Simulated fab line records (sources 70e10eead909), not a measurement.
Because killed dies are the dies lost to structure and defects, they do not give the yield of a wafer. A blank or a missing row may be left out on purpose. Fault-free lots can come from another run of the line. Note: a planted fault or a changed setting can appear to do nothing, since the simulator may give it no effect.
Which of the tools did it? | flow nand_harc | at 1 step of a route of 1159, 7 lots with 21 wafers sampled

## WHAT THE GAUGES READ, wafer by wafer
NHARC_A_BLC_OVL_MEAS_11.
lot  | measured     | on         | overlay_x_nm (nm)
L289 | day 17 13:04 | overlay-01 | 0.6 0.7 0.7
L293 | day 18 13:50 | overlay-02 | 1.3 1.2 0.8
L291 | day 19 04:34 | overlay-01 | 0.1 0.4 0.4
L302 | day 21 20:10 | overlay-02 | 0.2 0.2 -0.1
L307 | day 22 05:35 | overlay-02 | -0.1 -0.1 -0.5
L308 | day 22 10:30 | overlay-02 | -0.3 0.5 -0.1
L310 | day 23 09:20 | overlay-02 | -0.6 -0.4 -0.2

## TOOL THAT RAN EACH LOT (tool first, then ch and the chambers of the sampled wafers, then the start)
The record holds no process step before these readings.

## THE ANSWER, worked out from the rows above alone
Rule: the usual values come from the lots themselves. Put in order of their means at a reading, lots are off if they are a third of the lots or fewer, leave a main group of 4 or more, and stand apart from it by a gap of 3 or more times the standard deviation of the main group's means; of several such gaps the widest counts. A main group whose means are all the same, to the digits that the tables above print for the reading, isn't used. A lot without any number at a reading at which 4 lots or more have one is off too. The other lots that the step has rows for count as sound.
Nothing can be told from this: no lot is off at any reading shown.

## WHAT WAS PUT IN BY THE SIMULATOR
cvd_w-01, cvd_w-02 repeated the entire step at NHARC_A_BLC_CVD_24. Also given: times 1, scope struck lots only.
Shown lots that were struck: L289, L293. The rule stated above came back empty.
